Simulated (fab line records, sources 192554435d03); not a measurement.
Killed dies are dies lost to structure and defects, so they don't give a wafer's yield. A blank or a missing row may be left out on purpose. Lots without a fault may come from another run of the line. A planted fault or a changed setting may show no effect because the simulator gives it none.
A struck lot beside a sound one | flow n5_finfet | 38 steps out of a route of 1938
Sound: wafers L506.2, L506.4, L506.6. Struck: wafer L501.3. (L501.1, L501.6 of the same lot were not struck and are left out.) The cause comes at the end.
At each step with rows: each side's tool, then ch and its chambers, then its first start. Under that, the readings that differ: sound wafers | struck wafers | difference of the means | sigmas: that difference in standard deviations of wafers without a fault.
alike: readings whose means differ by less than 2 such deviations, and words and numbers that are the same on both sides. not compared: withheld readings, readings that some wafer has no value for, bounds like >300 that may hide the same value, and numbers for which the record gives no deviation and whose values overlap.
The two part at a step that has a row with sigmas, a row that says differs or no value, or rows on one side only. Numbers that don't overlap but have no deviation are shown without sigmas and don't part them. A reading that every wafer of one side lacks parts them only if that side has two wafers or more.

first, 9 steps without rows for these wafers: N5_BEOL_M2_ANNEAL_95 (time 240 s); N5_BEOL_M2_SPUTTER_96 (material Cu, target thk 4.5 nm, time 8.29 s); N5_BEOL_M2_ECD_50 (material Cu, target thk 300 nm); N5_BEOL_M2_ANNEAL_51 (time 90 s); N5_BEOL_M2_CMP_52 (polishes, stops on SiOC, t overpolish 6.8 s, target thk 40 nm); N5_BEOL_M2_PRE_CLEAN_60 (time 15 s); N5_BEOL_M2_CO_CAP_55 (material Co, precursor CCTBA/H2, target thk 2 nm, time 102.1 s); N5_BEOL_M2_PRE_CLEAN_56 (time 15 s); N5_BEOL_M2_DEP_57 (deposits SiCN from 3MS/NH3, target thk 8 nm, time 14 s).
N5_BEOL_M3_ILD_DEP_00: deposits SiOC from DEMS/O2, target thk 79 nm, time 15.3 s.
  sound on pecvd-04 ch 0,1,2, day 11 21:58; struck on pecvd-03 ch 2, day 9 12:42
  reading                                      | sound          | struck | difference | sigmas
  model.SiOC_of_BEOL_M3_ILD_DEP_00.thk_nm (nm) | 78.8 79.4 81.8 | 104.8  | +24.8      |
  alike: heater_power_w, showerhead_plenum_p_Torr, throttle_valve_pct
N5_BEOL_M3_THK_MEAS_01:
  sound on film_metro-02, day 11 22:02; struck on film_metro-02, day 9 12:46
  reading         | sound          | struck | difference | sigmas
  M3_ILD_THK (nm) | 78.7 79.5 81.8 | 104.9  | +24.9      | +23
then, 24 steps without rows for these wafers: N5_BEOL_M3_PECVD_72 (deposits SiO2 from TEOS/O2, target thk 16 nm, time 18 s); N5_BEOL_M3_HM_DEP_02 (deposits TiN, target thk 20 nm); N5_BEOL_M3_COAT_61 (time 60 s, resist thk 60 nm); N5_BEOL_M3_COAT_62 (time 60 s, resist thk 12 nm); N5_BEOL_M3_COAT_73 (time 60 s, resist thk 5 nm); N5_BEOL_M3_COAT_05 (resist thk 30 nm); N5_BEOL_M3_EBR_07; N5_BEOL_M3_SOFTBAKE_06 (time 60 s); N5_BEOL_M3_EXPOSE_08 (exposes mask M3); N5_BEOL_M3_PEB_09 (peb time 60 s); N5_BEOL_M3_DEVELOP_10 (develop time 30 s); N5_BEOL_M3_DESCUM_16 (chemistry O2, time 7 s); N5_BEOL_M3_ETCH_74 (etches underlayer in N2/H2, target depth 6.5 nm, time 5.2 s); N5_BEOL_M3_ETCH_63 (etches SiARC in CF4, target depth 15.6 nm, time 26 s); N5_BEOL_M3_ETCH_64 (etches SOC in N2/H2, target depth 75 nm, overetch 15 nm, time 112.5 s); N5_BEOL_M3_STRIP_65 (strips in N2/H2); N5_BEOL_M3_STRIP_75 (strips in N2/H2); N5_BEOL_M3_STRIP_66 (strips in CF4); N5_BEOL_M3_HM_OPEN_17 (chemistry Cl2/BCl3, target TiN, target depth 20 nm, overetch 6 nm); N5_BEOL_M3_STRIP_19 (strips in O2); N5_BEOL_M3_COAT_67 (time 60 s, resist thk 60 nm); N5_BEOL_M3_COAT_68 (time 60 s, resist thk 12 nm); N5_BEOL_M3_COAT_76 (time 60 s, resist thk 5 nm); N5_BEOL_M3_COAT_22 (resist thk 30 nm).
N5_BEOL_M3_CMP_52: polishes, stops on SiOC, t overpolish 6.8 s, target thk 40 nm.
  sound on cmp-03 ch 2,3, day 12 09:34; struck on cmp-01 ch 1, day 10 03:37
  reading                                      | sound          | struck | difference | sigmas
  model.SiOC_of_BEOL_M3_ILD_DEP_00.thk_nm (nm) | 75.8 76.4 78.8 | 101.8  | +24.8      |
  model.Cu_of_BEOL_M3_ECD_50.thk_nm (nm)       | 39.2 40.2 41.8 | 65.6   | +25.2      |
  alike: edge_zone_pressure_frac, motor_current_A, platen_rpm
N5_BEOL_M4_RC_MEAS_101:
  sound on prober-02 ch 0, day 13 15:07; struck on prober-01 ch 0, day 11 15:35
  alike: DIBL_N, DIBL_P, IOFF_N, IOFF_P, ION_N, ION_P, SS_N, SS_P, VT_N, VT_P
  not compared: CHAIN_V2, CHAIN_V2_max_site
-- the record jumps here: 4 days lie between the struck wafers' starts before and after (it left off in module BEOL_M4 and takes up again in module PASSIVATION, whose first step shown is number 1936 of the route) --
N5_PASSIVATION_PROBE_49:
  sound on prober-01, day 18 01:53; struck on prober-02, day 15 23:14
  reading                  | sound     | struck | difference | sigmas
  defect_limited_yield (%) | 91.9 93.3 | 53.4   | -39.2      | -26
  killed_at_M0_to_M3       | 33 20     | 453    | +426       | +39
  killed_at_front_end      | 23 30     | 61     | +34        | +3
  killed_dies              | 96 79     | 550    | +462       | +27
  killed_short             | 30 27     | 46     | +18        | +2
  sort_bin_5_function (%)  | 4.5 4.1   | 41.9   | +37.6      | +40
  sort_n_pass              | 1084 1101 | 630    | -462       | -26
  sort_yield_pct (%)       | 91.9 93.3 | 53.4   | -39.2      | -26
  alike: killed_at_M4_up, killed_at_contacts, killed_at_other, killed_on_rim, killed_open, sort_bin_6_memory

WHERE THEY PART
First at N5_BEOL_M3_THK_MEAS_01; last, within this record, at N5_PASSIVATION_PROBE_49.

WHY: what the simulator had put in
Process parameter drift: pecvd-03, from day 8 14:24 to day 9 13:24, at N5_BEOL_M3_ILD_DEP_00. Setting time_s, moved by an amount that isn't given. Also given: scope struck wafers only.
